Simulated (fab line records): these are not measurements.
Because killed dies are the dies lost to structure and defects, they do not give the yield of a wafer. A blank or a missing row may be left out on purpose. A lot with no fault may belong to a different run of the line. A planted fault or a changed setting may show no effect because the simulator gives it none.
Split-lot trial -- flow n5 finfet -- on a route of 1938 steps: 7 lots, 39 wafers read

== SPLIT DETAILS ==
At N5_FIN_SAQP_ALD_61 (deposits SiO2, target thk 4 nm, pulse time 1 s, purge time 2 s), the setting ald cycles was moved away from the recipe's 43 on 12 of the 39 wafers read, by -7.0% to +14.0%. For the rest of the wafers, this setting stayed at what the recipe calls for.

The reading is taken at the split's own step.

== THE READING ==
SiO2_of_FIN_SAQP_ALD_61.thk nm (the simulator's own value, which no gauge read), in nm, at N5_FIN_SAQP_ALD_61 (deposits SiO2, target thk 4 nm, pulse time 1 s, purge time 2 s). No usual value for it is given in the file. Here, 27 wafers ran the recipe; their average is 3.997 nm with a standard deviation of 0.017 nm.

wafer,"tool, chamber at the split",ald cycles as run,against the recipe,"SiO2_of_FIN_SAQP_ALD_61.thk nm, nm",against lot-mates on the recipe
L074.1,"ald sin-02, 1",49,+14.0%,4.566,+0.545
L074.2,"ald sin-02, 0",43,recipe,4.033,-
L074.3,"ald sin-02, 2,0",49,+14.0%,4.575,+0.554
L074.5,"ald sin-02, 2,0",49,+14.0%,4.575,+0.554
L074.4,"ald sin-02, 3",43,recipe,4.019,-
L074.6,"ald sin-02, 1",43,recipe,4.011,-
L076.1,"ald sin-01, 3",49,+14.0%,4.571,+0.561
L076.2,"ald sin-01, 0",49,+14.0%,4.55,+0.540
L076.3,"ald sin-01, 1",43,recipe,4.025,-
L076.4,"ald sin-01, 3",43,recipe,3.995,-
L076.5,"ald sin-01, 0",49,+14.0%,4.538,+0.528
L076.6,"ald sin-01, 1",43,recipe,4.01,-
L079.1,"ald sin-02, 2",43,recipe,4.002,-
L079.3,"ald sin-02, 1",43,recipe,4.015,-
L079.5,"ald sin-02, 0",43,recipe,4.022,-
L083.1,"ald sin-01, 0",40,-7.0%,3.695,-0.276
L083.2,"ald sin-01, 1",40,-7.0%,3.707,-0.264
L083.3,"ald sin-01, 3",40,-7.0%,3.716,-0.255
L083.4,"ald sin-01, 2",43,recipe,3.972,-
L083.5,"ald sin-01, 0",43,recipe,3.97,-
L083.6,"ald sin-01, 1",43,recipe,3.971,-
L089.1,"ald sin-03, 2",43,recipe,3.985,-
L089.2,"ald sin-03, 3",43,recipe,4.012,-
L089.3,"ald sin-03, 0",43,recipe,3.995,-
L089.4,"ald sin-03, 1",43,recipe,3.977,-
L089.5,"ald sin-03, 3",43,recipe,4.001,-
L089.6,"ald sin-03, 0",43,recipe,3.989,-
L094.1,"ald sin-02, 3",43,recipe,3.988,-
L094.2,"ald sin-02, 0",43,recipe,3.995,-
L094.3,"ald sin-02, 1",43,recipe,4.005,-
L094.4,"ald sin-02, 2",47,+9.3%,4.374,+0.378
L094.5,"ald sin-02, 0",47,+9.3%,4.353,+0.357
L094.6,"ald sin-02, 1",47,+9.3%,4.375,+0.379
L096.1,"ald sin-03, 3",43,recipe,3.988,-
L096.2,"ald sin-03, 0",43,recipe,3.974,-
L096.3,"ald sin-03, 2",43,recipe,3.984,-
L096.4,"ald sin-03, 1",43,recipe,3.998,-
L096.5,"ald sin-03, 1",43,recipe,3.999,-
L096.6,"ald sin-03, 2",43,recipe,3.99,-
The file does not say which wafer passed through which chamber wherever a row lists several chambers: such a row stands for several wafers.

FIT RESULTS
A straight line over all 39 wafers: SiO2_of_FIN_SAQP_ALD_61.thk nm changes by +0.0406 nm for each +1% of ald cycles; r = +1.00; the points scatter about the line by 0.016 nm.
The same after taking each lot's own level away (the mean of its wafers on the recipe; 39 wafers): +0.0391 nm for each +1%; r = +1.00; scatter 0.01 nm.
According to that fit, moving ald cycles by its largest amount changes the reading by 0.55 nm.
Measured against the standard deviation above, the lots' own levels, which go from 3.9710 to 4.0210 nm, span 2.9 times it.
Consequently the slope shifts little with the lot-to-lot level, the two slopes agreeing.
Check: with one of the wafers moved furthest among these (+14.0%) left out of the fit, the line predicts +0.548 nm for it against its lot-mates. It came out at +0.545 nm against them.

== FILE'S OWN FIT ==
SiO2_of_FIN_SAQP_ALD_61.thk nm changes by +0.0392 nm for each +1% of ald cycles, r = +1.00.
